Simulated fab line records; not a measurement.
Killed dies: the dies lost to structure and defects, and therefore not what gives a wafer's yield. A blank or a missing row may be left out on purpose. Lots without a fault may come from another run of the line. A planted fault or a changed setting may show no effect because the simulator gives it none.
fab line records	flow n5Finfet
record: lots: 7	wafers: 39
route steps=1938 shown PMOS_HMC_CHANNEL_EPI@78 SD_EPI_P@321 HKMG_FIN@406 MOL_CONTACT_COAG@624
startH: start of the lot's first displayed wafer, in hours after the record's first day	waitH: hours from the lot's prior step to this one	" repeats the value in the row above	L1.1+2: several wafers, shown together as one row	- either no value or no given start	* or withheld: withheld	< > ~ a bound
route shown NAME@n: a module of which the file shows steps, and the number in the route of the first	usual: mean/standard deviation taken from wafers without a fault	same: alike in all rows	chamber/n: place in a boat	sites: the reading at each site	_std_site: the standard deviation of these	_edge_site: mean of outer sites minus mean of inner sites	radiusMm: how far each site lies from the wafer's centre	mask NAME#n: copy n	behind: the most recent tool/chamber to have shaped the wafer	hold: cause of the lot's hold/its duration in hours/its outcome	device: the transistor (n, p or np) that didn't switch	end of line: the tests these same wafers got at the end of their route	for a step that has no rows: nothing shown but its recipe	killed: dies that structure and defects cost at the first sort, which is not the same as the wafer's yield	map: per-die view of a wafer (x killed, . not killed, _ where there is no die)
set.NAME: the setting as run; set.NAME@STEP: as run at that earlier step	model.NAME: the simulator's own value behind a step, which no gauge read
lots where settings were altered on purpose, with a table for each step and a row for each wafer
== steps ==
step: N5_PMOS_HMC_CHANNEL_EPI_EPI_20
recipe: material: SiGe30	maskMaterial: SiO2	pressureTorr: 20	targetThkA: 590	tempC: 600
lot.wafer	tool	chamber	startH	waitH	set.tempC	model.SiGe30_of_PMOS_HMC_CHANNEL_EPI_EPI_20.thkNm
L078.1	epiRpcvd-03	0	41.93	0.0	604.3	63.18
L078.2	"	0	"	"	604.3	63.48
L078.3	"	0	"	"	600	58.42
L078.4	"	0	"	"	604.3	63.32
L078.5	"	0	"	"	600	58.86
L078.6	"	0	"	"	600	58.24
L080.1	epiRpcvd-03	0	53.85	0.0	594.2	52.96
L080.2	"	0	"	"	594.2	53.55
L080.3	"	0	"	"	600	58.21
L080.4	"	0	"	"	600	59.23
L080.5	"	0	"	"	600	58.85
L080.6	"	0	"	"	594.2	53.25
L084.1	epiRpcvd-03	0	78.37	0.0	600	59.45
L084.2	"	0	"	"	600	59.39
L084.3	"	0	"	"	600	59.03
L084.4	"	0	"	"	600	58.87
L084.5	"	0	"	"	600	59.02
L084.6	"	0	"	"	600	59.09
L088.4	epiRpcvd-04	0	103.43	0.6	600	58.89
L088.5	"	0	"	"	600	59.89
L088.6	"	0	"	"	600	59.61
L090.1	epiRpcvd-02	0	114.52	0.0	600	59.42
L090.2	"	0	"	"	600	59.33
L090.3	"	0	"	"	600	59.05
L090.4	"	0	"	"	600	59.75
L090.5	"	0	"	"	600	58.62
L090.6	"	0	"	"	600	59.52
L092.1	epiRpcvd-02	0	127.14	0.0	600	59.19
L092.2	"	0	"	"	600	59.42
L092.3	"	0	"	"	600	59.08
L092.4	"	0	"	"	600	59.51
L092.5	"	0	"	"	600	59.22
L092.6	"	0	"	"	600	59.38
L097.1	epiRpcvd-02	0	156.08	0.0	594.5	52.51
L097.2	"	0	"	"	594.5	52.37
L097.3	"	0	"	"	600	57.79
L097.4	"	0	"	"	600	57.8
L097.5	"	0	"	"	594.5	52.22
L097.6	"	0	"	"	600	58.53
step: N5_SD_EPI_P_EPI_21
recipe: material: SiGe:B	dopant: B	tempC: 550	pressureTorr: 20	ambient: H2	timeS: 355
lot.wafer	tool	chamber	startH	waitH	set.tempC	model.SiGe-B_of_SD_EPI_P_EPI_21.thkNm
L078.1	epiRpcvd-04	0	85.87	0.1	551.3	62.4
L078.2	"	0	"	"	550	61.6
L078.3	"	0	"	"	550	60.8
L078.4	"	0	"	"	550	61.2
L078.5	"	0	"	"	551.3	62.8
L078.6	"	0	"	"	551.3	63.2
L080.1	epiRpcvd-02	0	92.86	0.1	552.7	65.8
L080.2	"	0	"	"	550	61.6
L080.3+5	"	0	"	"	552.7	65
L080.4	"	0	"	"	550	61.4
L080.6	"	0	"	"	550	61.2
L084.1	epiRpcvd-01	0	118.15	0.2	550	61.4
L084.2	"	0	"	"	550	61
L084.3+4	"	0	"	"	550	60.8
L084.5+6	"	0	"	"	550	61.2
L088.4	epiRpcvd-04	0	146.83	1.1	550	60
L088.5	"	0	"	"	550	60.4
L088.6	"	0	"	"	550	59.6
L090.1+2	epiRpcvd-01	0	156.96	0.1	550	62.8
L090.3	"	0	"	"	550	62.4
L090.4	"	0	"	"	546.9	58.4
L090.5	"	0	"	"	546.9	57.6
L090.6	"	0	"	"	546.9	57.8
L092.1	epiRpcvd-04	0	166.17	0.1	546.4	55.2
L092.2	"	0	"	"	546.4	55.4
L092.3	"	0	"	"	550	59.2
L092.4	"	0	"	"	546.4	54.8
L092.5	"	0	"	"	550	58.8
L092.6	"	0	"	"	550	59.6
L097.1	epiRpcvd-01	0	192.29	0.1	550	61.2
L097.2	"	0	"	"	553.7	67
L097.3	"	0	"	"	550	60.2
L097.4	"	0	"	"	550	62.2
L097.5	"	0	"	"	553.7	66.4
L097.6	"	0	"	"	553.7	67.6
step: N5_SD_EPI_P_EPI_MEAS_23
recipe: mode: xrd
usual: thkNm: 61.0/1.3
lot.wafer	tool	chamber	startH	waitH	set.tempC@SD_EPI_P_EPI_21	thkNm
L078.1	filmMetro-01	-	88.06	1.8	551.3	61.4
L078.2	"	-	"	"	550	62.3
L078.3	"	-	"	"	550	61.9
L078.4	"	-	"	"	550	61.3
L078.5	"	-	"	"	551.3	61.6
L078.6	"	-	"	"	551.3	64.4
L080.1	filmMetro-01	-	95.06	1.8	552.7	65.3
L080.2	"	-	"	"	550	61.7
L080.3	"	-	"	"	552.7	65.4
L080.4	"	-	"	"	550	62.5
L080.5	"	-	"	"	552.7	64.3
L080.6	"	-	"	"	550	60.1
L084.1	filmMetro-02	-	121.09	2.5	550	60.5
L084.2	"	-	"	"	550	61.0
L084.3	"	-	"	"	550	61.7
L084.4	"	-	"	"	550	60.9
L084.5	"	-	"	"	550	61.8
L084.6	"	-	"	"	550	59.6
L088.4	filmMetro-02	-	147.96	0.8	550	60.1
L088.5	"	-	"	"	550	59.5
L088.6	"	-	"	"	550	60.3
L090.1	filmMetro-01	-	159.15	1.8	550	63.5
L090.2	"	-	"	"	550	63.5
L090.3	"	-	"	"	550	61.6
L090.4	"	-	"	"	546.9	58.2
L090.5	"	-	"	"	546.9	58.1
L090.6	"	-	"	"	546.9	58.2
L092.1	filmMetro-02	-	168.36	1.8	546.4	56.7
L092.2	"	-	"	"	546.4	55.9
L092.3	"	-	"	"	550	58.6
L092.4	"	-	"	"	546.4	57.5
L092.5	"	-	"	"	550	59.2
L092.6	"	-	"	"	550	59.2
L097.1	filmMetro-01	-	194.49	1.8	550	61.5
L097.2	"	-	"	"	553.7	66.9
L097.3	"	-	"	"	550	60.5
L097.4	"	-	"	"	550	62.8
L097.5	"	-	"	"	553.7	67.1
L097.6	"	-	"	"	553.7	68.3
step: N5_SD_EPI_P_HM_STRIP_48
recipe: chemistry: H3PO4	tempC: 160	material: SiNx	target: SiNx	targetDepthA: 30	overetchFraction: 0.3
lot.wafer	tool	chamber	startH	waitH	set.tempC@SD_EPI_P_EPI_21	model.SiGe-B_of_SD_EPI_P_EPI_21.thkNm
L078.1	wetBench-05	7	88.10	0.0	551.3	62
L078.2	"	6	"	"	550	61.4
L078.3	"	4	"	"	550	60.4
L078.4	"	5	"	"	550	60.8
L078.5	"	3	"	"	551.3	62.4
L078.6	"	0	"	"	551.3	63
L080.1	wetBench-02	6	95.09	0.0	552.7	65.4
L080.2+4	"	4,3	"	"	550	61.2
L080.3	"	1	"	"	552.7	64.8
L080.5	"	2	"	"	552.7	64.6
L080.6	"	5	"	"	550	60.8
L084.1	wetBench-05	6	121.13	0.0	550	61.2
L084.2+4	"	7,5	"	"	550	60.6
L084.3	"	1	"	"	550	60.4
L084.5	"	0	"	"	550	61
L084.6	"	4	"	"	550	60.8
L088.4	wetBench-05	1	147.99	0.0	550	59.8
L088.5	"	5	"	"	550	60
L088.6	"	0	"	"	550	59.2
L090.1+2	wetBench-05	4,2	159.19	0.0	550	62.6
L090.3	"	3	"	"	550	62
L090.4	"	7	"	"	546.9	58.2
L090.5+6	"	1,0	"	"	546.9	57.4
L092.1+2	wetBench-05	1,6	168.40	0.0	546.4	55
L092.3	"	5	"	"	550	58.8
L092.4	"	4	"	"	546.4	54.4
L092.5	"	7	"	"	550	58.4
L092.6	"	0	"	"	550	59.2
L097.1	wetBench-05	3	194.52	0.0	550	60.8
L097.2	"	5	"	"	553.7	66.6
L097.3	"	4	"	"	550	60
L097.4	"	1	"	"	550	61.8
L097.5	"	2	"	"	553.7	66
L097.6	"	6	"	"	553.7	67.2
step: N5_HKMG_FIN_ETCH_58
recipe: chemistry: N2/H2	target: SOC	targetDepthA: 2158	ionEnergyEv: 50	biasW: 13	timeS: 741	pressureMtorr: 30	sourceW: 875	n2FlowSccm: 200	h2FlowSccm: 200
lot.wafer	tool	chamber	startH	waitH	set.targetDepthA	model.etch.depthNm	model.SOC_of_HKMG_FIN_COAT_41.thkNm	model.HKMG_FIN.featureDepthNm
L078.1	rieDiel-04	0	103.29	0.0	2158	219.5	80.8	219.4
L078.2	"	3	"	"	2232	225.2	75.6	225.2
L078.3	"	2	"	"	2158	211.1	89.8	211
L078.4	"	1	"	"	2232	230.6	71	230.6
L078.5	"	1	"	"	2158	222.4	78.8	222.4
L078.6	"	2	"	"	2232	217.1	83.2	217
L080.1	rieDiel-02	1	111.46	0.0	2390	238.3	63.2	238.4
L080.2	"	2	"	"	2390	236.9	63.6	237
L080.3	"	3	"	"	2390	251.4	48.8	251.4
L080.4	"	0	"	"	2158	210.5	90.4	210.4
L080.5	"	1	"	"	2158	212.2	89.6	212.2
L080.6	"	0	"	"	2158	212.1	89	212.2
L084.1	rieDiel-04	2	135.42	0.0	1927	186.3	114	186.2
L084.2	"	1	"	"	2158	223.1	77.8	223
L084.3	"	3	"	"	1927	192.6	107.8	192.6
L084.4	"	0	"	"	1927	192.2	107.8	192.2
L084.5	"	0	"	"	2158	215.9	85	215.8
L084.6	"	3	"	"	2158	215.9	83.8	215.8
L088.4	rieDiel-03	0	164.56	0.2	2158	219	81	219
L088.5	"	2	"	"	2158	214.5	85.4	214.4
L088.6	"	1	"	"	2158	210.8	88	210.8
L090.1	rieDiel-04	3	173.22	0.0	2158	218.9	81.6	219
L090.2	"	1	"	"	2158	220.5	79.6	220.4
L090.3	"	2	"	"	1993	194.8	106.2	194.8
L090.4	"	2	"	"	1993	193.2	107	193.2
L090.5	"	1	"	"	2158	220.4	79.4	220.4
L090.6	"	3	"	"	1993	199.1	101.4	199.2
L092.1	rieDiel-02	0	183.09	0.0	2052	201.5	99.8	201.4
L092.2	"	2	"	"	2052	202.3	98.8	202.4
L092.3	"	1	"	"	2158	211.3	89.6	211.2
L092.4	"	3	"	"	2158	226.5	75	226.6
L092.5	"	1	"	"	2158	211.1	89.4	211
L092.6	"	0	"	"	2052	200.3	101	200.2
L097.1	rieDiel-02	3	208.44	0.0	2388	247.4	53.2	247.4
L097.2	"	2	"	"	2388	236.7	63	236.8
L097.3	"	0	"	"	2158	212.2	88.2	212.2
L097.4	"	1	"	"	2388	233.6	66.2	233.6
L097.5	"	2	"	"	2158	212	88	212
L097.6	"	1	"	"	2158	212.4	87.4	212.4
step: N5_HKMG_FIN_EXPOSE_09
recipe: maskId: NWFM	na: 1.35	sourceShape: conventional	sigmaOuter: 0.8	polarization: unpolarized	doseMj: 39.25
lot.wafer	tool	chamber	startH	waitH	mask	set.doseMj
L078.1+2+6	arfiScanner-03	0	106.03	-	NWFM#0	41.35
L078.3+4+5	"	0	"	"	NWFM#0	39.25
L080.1+2+5	arfiScanner-03	0	116.41	-	NWFM#0	39.25
L080.3+4+6	"	0	"	"	NWFM#0	36.52
L084.1+2+3+4+5+6	arfiScanner-02	0	138.21	-	NWFM#0	39.25
L088.4+5+6	arfiScanner-01	0	167.11	-	NWFM#0	39.25
L090.1+3+6	arfiScanner-01	0	176.02	-	NWFM#0	37.88
L090.2+4+5	"	0	"	"	NWFM#0	39.25
L092.1+3+5	arfiScanner-03	0	185.84	-	NWFM#0	36.78
L092.2+4+6	"	0	"	"	NWFM#0	39.25
L097.1+4+6	arfiScanner-03	0	211.31	-	NWFM#0	39.25
L097.2+3+5	"	0	"	"	NWFM#0	37.68
step: N5_HKMG_FIN_PEB_10
recipe: pebTempC: withheld	pebTimeS: 60	resist: CAR-ArF
step: N5_HKMG_FIN_DEVELOP_11
recipe: developTimeS: 30	developer: TMAH	resist: CAR-ArF	devTempC: 23	rinseLiquid: diw	dry: airSpin
step: N5_HKMG_FIN_CD_MEAS_12
recipe: targetCdNm: 92.8	landingEnergyEv: 500	detector: seInlens
usual: cdNm: 93.0/0.51
lot.wafer	tool	chamber	startH	waitH	set.doseMj@HKMG_FIN_EXPOSE_09	cdNm
L078.1	cdSem-01	0	106.16	-	41.35	96.4
L078.2	"	0	"	"	41.35	97.1
L078.3	"	0	"	"	39.25	92.5
L078.4	"	0	"	"	39.25	93.3
L078.5	"	0	"	"	39.25	93.4
L078.6	"	0	"	"	41.35	96.2
L080.1	cdSem-01	0	116.53	-	39.25	92.9
L080.2	"	0	"	"	39.25	93.1
L080.3	"	0	"	"	36.52	87.9
L080.4	"	0	"	"	36.52	88.3
L080.5	"	0	"	"	39.25	93.3
L080.6	"	0	"	"	36.52	87.1
L084.1	cdSem-01	0	138.33	-	39.25	93.0
L084.2	"	0	"	"	39.25	93.0
L084.3	"	0	"	"	39.25	93.3
L084.4	"	0	"	"	39.25	92.7
L084.5	"	0	"	"	39.25	92.4
L084.6	"	0	"	"	39.25	93.1
L088.4	cdSem-01	0	167.22	-	39.25	93.4
L088.5	"	0	"	"	39.25	92.1
L088.6	"	0	"	"	39.25	93.6
L090.1	cdSem-03	0	176.14	-	37.88	90.7
L090.2	"	0	"	"	39.25	92.8
L090.3	"	0	"	"	37.88	91.1
L090.4	"	0	"	"	39.25	94.1
L090.5	"	0	"	"	39.25	93.3
L090.6	"	0	"	"	37.88	91.4
L092.1	cdSem-02	0	185.96	-	36.78	88.5
L092.2	"	0	"	"	39.25	93.7
L092.3	"	0	"	"	36.78	89.0
L092.4	"	0	"	"	39.25	93.3
L092.5	"	0	"	"	36.78	88.9
L092.6	"	0	"	"	39.25	93.3
L097.1	cdSem-01	0	211.44	-	39.25	93.1
L097.2	"	0	"	"	37.68	90.7
L097.3	"	0	"	"	37.68	91.4
L097.4	"	0	"	"	39.25	92.1
L097.5	"	0	"	"	37.68	89.9
L097.6	"	0	"	"	39.25	92.6
step: N5_MOL_CONTACT_COAG_CVD_140
recipe: material: W	targetThkA: 665	mode: selectiveFill	tempC: 300	timeS: 215
lot.wafer	tool	chamber	startH	waitH	set.targetThkA	model.W_of_MOL_CONTACT_COAG_CVD_140.thkNm
L078.1	cvdW-02	0	137.82	0.1	573.9	57
L078.2+6	"	1	"	"	665	66.8
L078.3	"	1	"	"	573.9	58.4
L078.4	"	0	"	"	573.9	57.2
L078.5	"	0	"	"	665	65.8
L080.1	cvdW-02	1	141.79	0.1	635.6	64
L080.2	"	0	"	"	665	65.8
L080.3	"	1	"	"	635.6	63.6
L080.4	"	0	"	"	665	64.6
L080.5	"	0	"	"	635.6	62.8
L080.6	"	1	"	"	665	65.6
L084.1	cvdW-02	0	164.24	0.1	757.4	74.8
L084.2	"	1	"	"	665	66.4
L084.3	"	0	"	"	665	66
L084.4	"	1	"	"	757.4	75.6
L084.5	"	1	"	"	665	67.6
L084.6	"	0	"	"	757.4	75.4
L088.4	cvdW-02	1	195.15	0.1	665	66.2
L088.5	"	1	"	"	665	65.6
L088.6	"	0	"	"	665	65.4
L090.1	cvdW-02	1	205.02	0.1	665	67.6
L090.2	"	0	"	"	753.8	75.8
L090.3	"	0	"	"	665	65.8
L090.4	"	1	"	"	665	66.8
L090.5	"	0	"	"	753.8	76
L090.6	"	1	"	"	753.8	76.2
L092.1	cvdW-01	0	211.05	0.1	699.4	69.2
L092.2	"	1	"	"	699.4	69.8
L092.3	"	1	"	"	699.4	70.2
L092.4+5+6	"	0,0,1	"	"	665	66.2
L097.1	cvdW-01	1	239.21	0.1	665	66.8
L097.2	"	0	"	"	618.2	62.2
L097.3	"	1	"	"	665	66.6
L097.4	"	0	"	"	618.2	60.6
L097.5	"	0	"	"	665	66
L097.6	"	1	"	"	618.2	62.4
== key ==
split: step: N5_PMOS_HMC_CHANNEL_EPI_EPI_20	setting: tempC	stated: 600	by: wafer
response: step: N5_PMOS_HMC_CHANNEL_EPI_EPI_20	reading: model.SiGe30_of_PMOS_HMC_CHANNEL_EPI_EPI_20.thkNm	change: +6.11	per: 1%	r: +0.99
split: step: N5_SD_EPI_P_EPI_21	setting: tempC	stated: 550	by: wafer
response: step: N5_SD_EPI_P_EPI_21	reading: model.SiGe-B_of_SD_EPI_P_EPI_21.thkNm	change: +7.69	per: 1%	r: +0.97
response: step: N5_SD_EPI_P_EPI_MEAS_23	reading: thkNm	change: *	per: 1%	r: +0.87
response: step: N5_SD_EPI_P_HM_STRIP_48	reading: model.SiGe-B_of_SD_EPI_P_EPI_21.thkNm	change: +7.64	per: 1%	r: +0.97
split: step: N5_HKMG_FIN_ETCH_58	setting: targetDepthA	stated: 2158	by: wafer
response: step: N5_HKMG_FIN_ETCH_58	reading: model.etch.depthNm	change: +2.73	per: 1%	r: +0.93
response: step: N5_HKMG_FIN_ETCH_58	reading: model.SOC_of_HKMG_FIN_COAT_41.thkNm	change: -2.75	per: 1%	r: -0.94
response: step: N5_HKMG_FIN_ETCH_58	reading: model.HKMG_FIN.featureDepthNm	change: +2.73	per: 1%	r: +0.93
split: step: N5_HKMG_FIN_EXPOSE_09	setting: doseMj	stated: 39.25	by: wafer
response: step: N5_HKMG_FIN_CD_MEAS_12	reading: cdNm	change: +0.694	per: 1%	r: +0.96
split: step: N5_MOL_CONTACT_COAG_CVD_140	setting: targetThkA	stated: 665	by: wafer
response: step: N5_MOL_CONTACT_COAG_CVD_140	reading: model.W_of_MOL_CONTACT_COAG_CVD_140.thkNm	change: +0.65	per: 1%	r: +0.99
